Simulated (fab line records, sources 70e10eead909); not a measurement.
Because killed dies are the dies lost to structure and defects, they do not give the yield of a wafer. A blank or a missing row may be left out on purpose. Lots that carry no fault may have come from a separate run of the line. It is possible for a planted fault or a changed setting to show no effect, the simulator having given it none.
fab line records	flow nand_harc
[record] lots = 11	wafers = 33	last_day = 34
route steps=1302 shown A_CONTACT@1009 THIN_TSV@1267 END@1301
lots that met no fault: from a run of the same line without faults
start_h: start of the lot's first displayed wafer, in hours after the record's first day	wait_h: hours from the lot's prior step to this one	" repeats the value in the row above	L1.1+2: several wafers, shown together as one row	- no value, or no start given	* or withheld: withheld	< > ~ a bound
route shown NAME@n: a module of which the file shows steps, and the number in the route of the first	usual: mean and standard deviation over wafers with no fault	same: alike in all rows	chamber/n: place in a boat	sites: each site's reading	_std_site: the values' standard deviation	_edge_site: mean of outer sites minus mean of inner sites	radius_mm: how far each site lies from the wafer's centre	mask NAME#n: copy n	behind: tool/chamber where the wafer was last shaped	hold: what put the lot on hold/how long, in hours/how the hold closed	device: which transistor (n, p or np) failed to switch	end of line: tests of these same wafers at the route's end	where a step has no rows: the recipe by itself	killed: the dies lost at the first sort to structure and to defects; this is not the yield of the wafer	map: shows each die of a wafer: x if killed, . if not, _ if none is there
set.NAME: setting as actually run; set.NAME@STEP: the setting as run at that earlier step	model.NAME: the simulator's own value behind a step, which no gauge read
a sample of lots followed through the steps of the route, with each step as a table and each wafer as a row
services: the hour from which a tool's chamber was out of use, counted from the record's first day as start_h (under 0 if before that day), plus the number of hours and why
[[steps]]
[step NHARC_A_CONTACT_ETCH_115]
[recipe] source_w = withheld	pressure_mtorr = 20	bias_v = 3000	time_s = 190	target_depth_a = 18500	ar_flow_sccm = withheld	c4f8_flow_sccm = withheld	o2_flow_sccm = withheld	chemistry = C4F8/O2/Ar
[usual] oes_air_line_au = 0.998/0.02
lot.wafer	tool	chamber	start_h	wait_h	oes_air_line_au	rf_hours_counter_h
L794.4	har_cap_etch-02	0	498.42	0.1	0.986	-
L794.5	"	1	"	"	0.993	-
L794.6	"	0	"	"	1.009	-
L795.2	har_cap_etch-03	1	503.80	0.1	0.975	41
L795.3	"	0	"	"	0.968	-
L795.5	"	0	"	"	0.992	-
L798.1	har_cap_etch-03	0	536.46	0.1	0.969	48
L798.4	"	1	"	"	1.024	-
L798.3	"	0	"	"	0.985	-
L802.1	har_cap_etch-02	0	564.69	0.1	1.014	99
L802.3	"	1	"	"	1.009	-
L802.6	"	1	"	"	1.023	-
L803.1	har_cap_etch-02	0	578.88	0.1	0.983	102
L803.4	"	0	"	"	0.977	-
L803.6	"	1	"	"	1.005	-
L805.2	har_cap_etch-02	0	593.70	0.1	1.001	104
L805.1	"	1	"	"	0.984	104
L805.3	"	0	"	"	1.019	-
L808.2	har_cap_etch-02	0	639.09	0.1	0.975	112
L808.4	"	1	"	"	0.984	-
L808.5	"	1	"	"	1.001	-
L813.2	har_cap_etch-02	0	673.29	0.1	0.995	118
L813.6	"	1	"	"	1.025	-
L813.5	"	0	"	"	0.963	-
L815.2	har_cap_etch-03	0	707.31	0.1	0.984	78
L815.4	"	1	"	"	1.006	-
L815.6	"	0	"	"	0.969	-
L817.2	har_cap_etch-03	1	724.42	0.1	1.029	81
L817.4	"	1	"	"	1.016	-
L817.6	"	0	"	"	1.017	-
L816.1	har_cap_etch-01	1	745.05	0.1	0.999	39
L816.2	"	0	"	"	0.993	39
L816.3	"	0	"	"	0.967	-
[step NHARC_THIN_TSV_DEP_47]
[recipe] target_thk_a = 2000	temp_c = withheld	pressure_torr = 6.5	rf_w = 900	teos_flow_sccm = 161.4	flow_sccm = 2650	target_thk_nm = 200	gas = O2	material = SiO2
[usual] throttle_valve_pct = 15.9/0.54
lot.wafer	tool	chamber	start_h	wait_h	since_wet_clean_h	throttle_valve_pct
L794.6	pecvd-01	0	549.68	-	-	15.3
L794.4	"	1	"	"	-	15.6
L794.5	"	2	"	"	-	16.1
L795.3	pecvd-02	2	557.27	-	136	15.8
L795.2	"	1	"	"	136	16.3
L795.5	"	2	"	"	-	16.0
L798.3	pecvd-03	0	592.95	-	33	15.2
L798.1	"	1	"	"	33	16.9
L798.4	"	0	"	"	-	15.2
L802.3	pecvd-03	1	617.37	-	57	17.3
L802.1	"	0	"	"	57	15.4
L802.6	"	1	"	"	-	17.2
L803.1	pecvd-02	0	631.51	-	29	16.6
L803.6	"	0	"	"	-	16.3
L803.4	"	1	"	"	-	15.9
L805.2	pecvd-01	0	652.85	-	148	15.7
L805.1	"	1	"	"	148	15.9
L805.3	"	2	"	"	148	16.0
L808.2	pecvd-01	1	692.79	-	6	15.5
L808.4	"	1	"	"	-	15.7
L808.5	"	2	"	"	-	15.9
L813.2	pecvd-01	2	729.13	-	43	16.2
L813.5	"	2	"	"	-	16.4
L813.6	"	1	"	"	-	15.7
L815.2	pecvd-02	0	765.24	-	163	16.9
L815.4	"	1	"	"	-	16.1
L815.6	"	2	"	"	-	15.9
L817.2	pecvd-02	1	790.64	-	7	15.7
L817.6	"	1	"	"	-	15.6
L817.4	"	2	"	"	-	15.8
L816.1	pecvd-03	0	809.34	-	68	15.4
L816.3	"	1	"	"	68	16.7
L816.2	"	2	"	"	68	15.6
[step NHARC_THIN_TSV_STRIP_56]
[recipe] power_w = 1500	temp_c = 250	chemistry = O2
[usual] drypump_motor_current_A = 5.9/0.57	heater_power_w = 344/49	temp_c = 250.04/0.18
lot.wafer	tool	chamber	start_h	wait_h	drypump_motor_current_A	heater_power_w	rf_hours_counter_h	temp_c
L794.4	plasma_asher-01	1	554.39	0.2	6.5	348	-	250.32
L794.5	"	0	"	"	4.9	319	-	250.10
L794.6	"	1	"	"	6.5	344	-	250.10
L795.2	plasma_asher-02	0	561.99	0.1	6.2	421	27	250.29
L795.3	"	0	"	"	6.2	411	-	250.25
L795.5	"	0	"	"	6.2	420	-	250.09
L798.1	plasma_asher-01	0	597.72	0.1	4.9	309	14	249.91
L798.3	"	1	"	"	6.5	346	-	250.02
L798.4	"	0	"	"	4.9	322	-	250.06
L802.1	plasma_asher-01	0	622.12	0.1	5.0	317	20	250.37
L802.3	"	0	"	"	5.0	303	-	249.98
L802.6	"	0	"	"	5.0	305	-	250.30
L803.1	plasma_asher-01	0	636.05	0.1	4.9	304	23	250.30
L803.4	"	0	"	"	4.9	321	-	249.91
L803.6	"	0	"	"	4.9	319	-	250.25
L805.2	plasma_asher-01	0	657.56	0.1	4.9	313	27	250.19
L805.1	"	1	"	"	6.5	352	27	250.05
L805.3	"	0	"	"	4.9	326	-	250.27
L808.2	plasma_asher-02	1	697.89	0.5	5.9	296	19	250.16
L808.4	"	1	"	"	5.9	296	-	249.99
L808.5	"	1	"	"	5.9	288	-	250.11
L813.2	plasma_asher-02	1	734.23	0.1	5.9	290	28	250.02
L813.6	"	1	"	"	5.9	283	-	250.11
L813.5	"	0	"	"	6.2	434	-	250.32
L815.2	plasma_asher-01	0	769.85	0.1	4.9	324	13	250.08
L815.4	"	0	"	"	4.9	320	-	249.97
L815.6	"	0	"	"	4.9	316	-	250.01
L817.2	plasma_asher-01	1	795.38	0.1	6.5	353	20	250.25
L817.4	"	0	"	"	4.9	328	-	250.23
L817.6	"	1	"	"	6.5	349	-	250.02
L816.2	plasma_asher-02	1	814.04	0.1	5.9	296	4	249.87
L816.1	"	0	"	"	6.2	406	4	250.15
L816.3	"	0	"	"	6.2	402	-	249.97
[step NHARC_END_WLT_00]
[usual] VT_DECK1_BOTTOM = 0.870/0.0084	VT_DECK1_BOTTOM_INNER = 0.870/0.0077	VT_DECK1_MEDIAN_NEAR_BOTTOM = 0.871/0.0079	VT_DECK1_MEDIAN_NEAR_BOTTOM_INNER = 0.872/0.0079	VT_DECK1_MIDDLE = 0.883/0.0077	VT_DECK1_MIDDLE_INNER = 0.883/0.0077	VT_DECK1_TOP = 0.896/0.0079	VT_DECK1_TOP_INNER = 0.895/0.0071	VT_DECK2_BOTTOM = 0.873/0.0085	VT_DECK2_BOTTOM_INNER = 0.874/0.0081	VT_DECK2_MEDIAN_NEAR_BOTTOM = 0.874/0.008	VT_DECK2_MEDIAN_NEAR_BOTTOM_INNER = 0.875/0.0077	VT_DECK2_MIDDLE = 0.887/0.0079	VT_DECK2_MIDDLE_INNER = 0.887/0.0073	VT_DECK2_TOP = 0.898/0.0072	VT_DECK2_TOP_INNER = 0.898/0.0074
lot.wafer	tool	chamber	start_h	wait_h	VT_DECK1_BOTTOM	VT_DECK1_BOTTOM_INNER	VT_DECK1_MEDIAN_NEAR_BOTTOM	VT_DECK1_MEDIAN_NEAR_BOTTOM_INNER	VT_DECK1_MIDDLE	VT_DECK1_MIDDLE_INNER	VT_DECK1_TOP	VT_DECK1_TOP_INNER	VT_DECK2_BOTTOM	VT_DECK2_BOTTOM_INNER	VT_DECK2_MEDIAN_NEAR_BOTTOM	VT_DECK2_MEDIAN_NEAR_BOTTOM_INNER	VT_DECK2_MIDDLE	VT_DECK2_MIDDLE_INNER	VT_DECK2_TOP	VT_DECK2_TOP_INNER
L794.4	prober-02	-	561.11	1.5	0.860	0.867	0.868	0.864	0.881	0.883	0.895	0.897	0.868	0.870	0.869	0.874	0.889	0.880	0.888	0.889
L794.5	"	-	"	"	0.863	0.880	0.877	0.869	0.886	0.888	0.906	0.894	0.865	0.867	0.870	0.866	0.881	0.881	0.893	0.889
L794.6	"	-	"	"	0.867	0.878	0.874	0.875	0.886	0.882	0.899	0.900	0.865	0.864	0.868	0.872	0.873	0.887	0.890	0.893
L795.2	prober-02	-	567.83	1.6	0.861	0.870	0.867	0.864	0.871	0.875	0.886	0.892	0.863	0.859	0.863	0.865	0.882	0.880	0.885	0.890
L795.3	"	-	"	"	0.863	0.863	0.871	0.864	0.875	0.875	0.887	0.893	0.860	0.858	0.859	0.870	0.881	0.882	0.889	0.900
L795.5	"	-	"	"	0.864	0.865	0.861	0.868	0.876	0.879	0.892	0.890	0.877	0.860	0.876	0.866	0.876	0.868	0.890	0.891
L798.1	prober-02	-	602.22	0.1	0.870	0.866	0.859	0.866	0.883	0.887	0.902	0.894	0.863	0.863	0.863	0.869	0.878	0.873	0.887	0.896
L798.3	"	-	603.22	1.1	0.868	0.865	0.870	0.870	0.881	0.877	0.901	0.897	0.870	0.865	0.858	0.858	0.873	0.872	0.889	0.880
L798.4	"	-	"	"	0.881	0.877	0.869	0.872	0.889	0.883	0.898	0.901	0.865	0.864	0.860	0.870	0.871	0.876	0.883	0.889
L802.1	prober-02	-	627.61	0.1	0.868	0.871	0.873	0.874	0.881	0.883	0.895	0.896	0.877	0.882	0.880	0.883	0.888	0.895	0.904	0.891
L802.3	"	-	628.62	1.1	0.870	0.867	0.872	0.862	0.883	0.887	0.889	0.892	0.881	0.866	0.877	0.885	0.892	0.895	0.897	0.900
L802.6	"	-	630.14	2.6	0.871	0.864	0.875	0.875	0.875	0.887	0.891	0.891	0.887	0.880	0.875	0.874	0.883	0.897	0.897	0.905
L803.1	prober-02	-	641.50	0.1	0.867	0.870	0.867	0.878	0.884	0.885	0.899	0.895	0.870	0.883	0.879	0.875	0.885	0.892	0.901	0.908
L803.4	"	-	642.99	1.5	0.877	0.882	0.865	0.872	0.884	0.883	0.889	0.892	0.871	0.867	0.875	0.863	0.887	0.882	0.893	0.893
L803.6	"	-	"	"	0.873	0.873	0.872	0.864	0.885	0.880	0.894	0.891	0.870	0.877	0.878	0.874	0.891	0.895	0.895	0.912
L805.1	prober-02	-	661.65	0.1	0.867	0.867	0.876	0.873	0.884	0.875	0.893	0.892	0.885	0.893	0.876	0.889	0.892	0.895	0.907	0.904
L805.2	"	-	"	"	0.879	0.868	0.870	0.871	0.884	0.873	0.890	0.900	0.882	0.885	0.888	0.888	0.903	0.891	0.909	0.916
L805.3	"	-	"	"	0.874	0.865	0.868	0.868	0.881	0.881	0.896	0.901	0.892	0.886	0.887	0.882	0.900	0.895	0.908	0.908
L808.2	prober-01	-	702.14	0.5	0.869	0.870	0.881	0.873	0.885	0.883	0.900	0.892	0.877	0.877	0.881	0.872	0.883	0.880	0.886	0.892
L808.4	"	-	703.14	1.5	0.871	0.885	0.870	0.880	0.891	0.889	0.904	0.903	0.872	0.876	0.882	0.866	0.885	0.891	0.896	0.899
L808.5	"	-	"	"	0.882	0.867	0.882	0.881	0.898	0.885	0.904	0.899	0.868	0.874	0.868	0.870	0.879	0.883	0.895	0.905
L813.2	prober-01	-	737.72	0.5	0.879	0.873	0.873	0.880	0.893	0.892	0.901	0.905	0.871	0.871	0.873	0.880	0.886	0.879	0.901	0.894
L813.5	"	-	739.22	2.0	0.877	0.871	0.873	0.875	0.897	0.887	0.907	0.904	0.867	0.874	0.876	0.873	0.885	0.884	0.895	0.897
L813.6	"	-	"	"	0.876	0.877	0.882	0.887	0.888	0.891	0.901	0.909	0.877	0.876	0.873	0.878	0.898	0.882	0.898	0.895
L815.2	prober-02	-	775.79	0.6	0.879	0.884	0.887	0.891	0.899	0.894	0.912	0.907	0.872	0.874	0.874	0.869	0.891	0.888	0.896	0.897
L815.4	"	-	776.79	1.6	0.885	0.876	0.881	0.889	0.895	0.894	0.911	0.904	0.871	0.859	0.867	0.868	0.885	0.885	0.896	0.895
L815.6	"	-	777.80	2.6	0.882	0.879	0.888	0.885	0.892	0.901	0.905	0.904	0.878	0.865	0.865	0.871	0.886	0.884	0.893	0.897
L817.2	prober-02	-	801.34	0.6	0.880	0.875	0.872	0.876	0.887	0.890	0.903	0.893	0.867	0.872	0.874	0.879	0.888	0.891	0.895	0.902
L817.4	"	-	802.34	1.6	0.886	0.876	0.880	0.881	0.893	0.900	0.905	0.904	0.880	0.881	0.880	0.877	0.892	0.890	0.902	0.894
L817.6	"	-	803.35	2.6	0.882	0.878	0.889	0.878	0.882	0.888	0.904	0.897	0.880	0.870	0.867	0.880	0.894	0.888	0.895	0.896
L816.1	prober-01	-	821.13	0.0	0.870	0.869	0.871	0.870	0.884	0.880	0.901	0.890	0.863	0.868	0.864	0.868	0.878	0.880	0.892	0.883
L816.2	"	-	"	"	0.865	0.865	0.868	0.876	0.875	0.882	0.894	0.902	0.859	0.861	0.867	0.868	0.872	0.873	0.889	0.895
L816.3	"	-	"	"	0.869	0.871	0.874	0.869	0.886	0.888	0.894	0.898	0.848	0.858	0.860	0.863	0.869	0.879	0.892	0.888
[step NHARC_END_SORT_01]
[recipe] temp_c = 25
[usual] killed_at_array = 52/19	killed_at_other = 0.8/1	killed_at_periphery = 3.7/2.5	killed_dies = 56/19	killed_open = 3.5/2	killed_short = 2.2/1.4
[same] gross_dies = 677
lot.wafer	tool	chamber	start_h	wait_h	killed_at_array	killed_at_other	killed_at_periphery	killed_dies	killed_open	killed_short
L813.2	prober-01	0	741.02	2.8	78	0	3	81	2	3
L813.5	prober-01	0	743.42	3.7	62	0	7	69	4	1
L813.6	prober-01	0	744.22	4.0	121	0	8	129	1	1
// killed by level:class
L813.2 A_SLIT:chamber_film_flake=35 A_CHANNEL_HOLE_D1:chamber_film_flake=31 A_WL_FILL:chamber_film_flake=4 A_ONON_D2:geometric_particle:short=2 P_GATE:chamber_film_flake=2 A_CONTACT:chamber_film_flake=2 A_ONON_D1:geometric_particle:open=1 A_WL_FILL:geometric_particle:short=1
L813.5 A_SLIT:chamber_film_flake=33 A_CHANNEL_HOLE_D1:chamber_film_flake=15 A_CONTACT:chamber_film_flake=5 P_GATE:chamber_film_flake=4 A_STAIRCASE:chamber_film_flake=3 A_WL_FILL:chamber_film_flake=2 P_CONTACT:geometric_particle:short=1 P_M0:geometric_particle:open=1
L813.6 A_CONTACT:unspecified=53 A_CHANNEL_HOLE_D1:chamber_film_flake=32 A_SLIT:chamber_film_flake=32 P_GATE:chamber_film_flake=3 P_CONTACT:chamber_film_flake=3 A_CONTACT:chamber_film_flake=2 P_CONTACT:geometric_particle:short=1 P_CONTACT:geometric_particle:open=1
[[services]]
tool	chamber	start_h	hours	kind
pecvd-01	-	492.36	13.0	pm
har_cap_etch-01	-	497.00	17.0	pm
pecvd-03	-	499.17	0.6	repair
pecvd-02	-	501.36	1.3	repair
plasma_asher-01	-	519.00	9.0	pm
plasma_asher-01	0	519.00	9.0	vent_cycle
plasma_asher-01	1	519.00	9.0	vent_cycle
pecvd-03	-	547.14	13.0	pm
pecvd-03	-	568.87	2.7	repair
plasma_asher-01	-	578.13	0.7	repair
har_cap_etch-03	-	583.84	0.6	repair
pecvd-02	-	589.32	13.0	pm
plasma_asher-02	-	603.04	9.0	pm
pecvd-02	-	633.45	1.4	repair
pecvd-01	-	673.36	13.0	pm
plasma_asher-01	-	696.00	9.0	pm
pecvd-03	-	728.14	13.0	pm
har_cap_etch-03	-	728.64	0.8	repair
har_cap_etch-02	-	754.00	17.0	pm
pecvd-02	-	770.48	13.0	pm
pecvd-03	2	779.82	13.6	repair
plasma_asher-02	-	780.04	9.0	pm
pecvd-03	1	795.22	12.7	repair
pecvd-01	1	809.81	11.2	repair
[[key]]
[first_sign] step = NHARC_END_SORT_01	reading = killed_dies	direction = up	sigmas = 3.9	usual = 56	struck = 129
[effect] step = NHARC_END_SORT_01	reading = killed_at_array	direction = up	sigmas = 3.7	usual = 52	struck = 121
[more_kills_born_at] NHARC_A_CONTACT_ETCH_115@har_cap_etch-02 = 51
met_at NHARC_A_CONTACT_ETCH_115
struck_lots L813
struck_wafers L813.6
tester_left_out L813
not_acting_at NHARC_THIN_TSV_DEP_47,NHARC_THIN_TSV_STRIP_56,NHARC_END_WLT_00
onset_between 639.09 673.29
[fault] kind = chamber_particle_source	tool = har_cap_etch-02	chamber = 1	onset_h = 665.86	steps = NHARC_A_CONTACT_ETCH_115	rate_per_visit_cm2 = 1.1109	end_h = 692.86
// tester_left_out: of these lots the tester's yield and bins aren't shown, on N5 and GAA mostly nor the transistor test; their killed dies are dies lost to structure and defects alone, not to doping, threshold or leakage, so they don't give the yield
